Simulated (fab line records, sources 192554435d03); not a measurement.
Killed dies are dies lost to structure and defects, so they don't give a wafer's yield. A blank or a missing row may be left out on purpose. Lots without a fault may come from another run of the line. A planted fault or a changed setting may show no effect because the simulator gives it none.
Split-lot experiment | flow n5_finfet | 7 lots, 21 wafers read, on a route of 1938 steps

THE SPLIT
At N5_MOL_CONTACT_COAG_ETCHBACK_135 (etches SiO2 in CHF3, target depth 25 nm, time 16.7 s), the setting time_s was moved away from the recipe's 16.7 s on 8 of the 21 wafers read, by -17.7% to +21.0%. The other wafers ran this setting at the recipe's value.

The reading is taken at the split's own step.

THE READING
SOC_of_MOL_CONTACT_COAG_COAT_75.thk_nm (the simulator's own value, which no gauge read), in nm, at N5_MOL_CONTACT_COAG_ETCHBACK_135 (etches SiO2 in CHF3, target depth 25 nm, time 16.7 s). The file gives no usual value for it. The 13 wafers here that ran the recipe average 57.6 nm, standard deviation 0.15 nm.

wafer  | tool, chamber at the split | time_s as run, s | against the recipe | SOC_of_MOL_CONTACT_COAG_COAT_75.thk_nm, nm | against lot-mates on the recipe
L074.3 | rie_diel-01, 0             | 13.75            | -17.7%             | 58.2                                       | +0.6
L074.5 | rie_diel-01, 0,1           | 16.7             | recipe             | 57.6                                       | -
L074.6 | rie_diel-01, 0,1           | 16.7             | recipe             | 57.6                                       | -
L078.2 | rie_diel-04, 1             | 16.7             | recipe             | 57.8                                       | -
L078.5 | rie_diel-04, 1             | 16.7             | recipe             | 57.8                                       | -
L078.6 | rie_diel-04, 0             | 16.7             | recipe             | 57.6                                       | -
L079.1 | rie_diel-01, 1             | 20.21            | +21.0%             | 57                                         | -0.6
L079.2 | rie_diel-01, 3             | 16.7             | recipe             | 57.6                                       | -
L079.3 | rie_diel-01, 2             | 20.21            | +21.0%             | 57.2                                       | -0.4
L085.1 | rie_diel-04, 2,3           | 16.7             | recipe             | 57.6                                       | -
L085.3 | rie_diel-04, 2,3           | 16.7             | recipe             | 57.6                                       | -
L085.6 | rie_diel-04, 0             | 19.71            | +18.0%             | 57                                         | -0.6
L094.4 | rie_diel-02, 0,3           | 14.97            | -10.4%             | 57.8                                       | +0.2
L094.5 | rie_diel-02, 0,3           | 14.97            | -10.4%             | 57.8                                       | +0.2
L094.6 | rie_diel-02, 1             | 16.7             | recipe             | 57.6                                       | -
L096.2 | rie_diel-04, 1,2           | 14.31            | -14.3%             | 57.6                                       | +0.4
L096.3 | rie_diel-04, 1,2           | 14.31            | -14.3%             | 57.6                                       | +0.4
L096.6 | rie_diel-04, 1             | 16.7             | recipe             | 57.2                                       | -
L097.2 | rie_diel-04, 1,2           | 16.7             | recipe             | 57.8                                       | -
L097.3 | rie_diel-04, 1,2           | 16.7             | recipe             | 57.8                                       | -
L097.4 | rie_diel-04, 0             | 16.7             | recipe             | 57.6                                       | -
Where a row lists several chambers, the file gives one row for several wafers and doesn't say which wafer went through which chamber.

THE FIT
A straight line over all 21 wafers: SOC_of_MOL_CONTACT_COAG_COAT_75.thk_nm changes by -0.0218 nm for each +1% of time_s; r = -0.79; the points scatter about the line by 0.18 nm.
The same after taking each lot's own level away (the mean of its wafers on the recipe; 21 wafers): -0.0271 nm for each +1%; r = -0.96; scatter 0.081 nm.
On that fit, the largest move of time_s shifts the reading by 0.57 nm.
The lots' own levels span 57.20 to 57.73 nm, that is 3.5 times the standard deviation above.
So the lot-to-lot level blurs the effect unless lot-mates are compared.
Check: with one of the wafers moved furthest among these (+21.0%) left out of the fit, the line predicts -0.557 nm for it against its lot-mates. It came out at -0.6 nm against them.

OTHER SPLITS ON THESE WAFERS
These wafers also went through other splits before the reading. Each is held against what the fit with the lots' levels taken away leaves over:
other split on the same wafers         | wafers away from the commonest value | r with SOC_of_MOL_CONTACT_COAG_COAT_75.thk_nm (lot level and that fit taken away)
N5_MOL_CONTACT_COAG_COAT_02 spin_rpm   | 4                                    | +0.04
N5_MOL_CONTACT_COAG_ALD_27 ald_cycles  | 7                                    | -0.25
N5_MOL_CONTACT_COAG_ALD_123 ald_cycles | 8                                    | +0.51

THE FILE'S OWN FIT
SOC_of_MOL_CONTACT_COAG_COAT_75.thk_nm changes by -0.0286 nm for each +1% of time_s, r = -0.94.
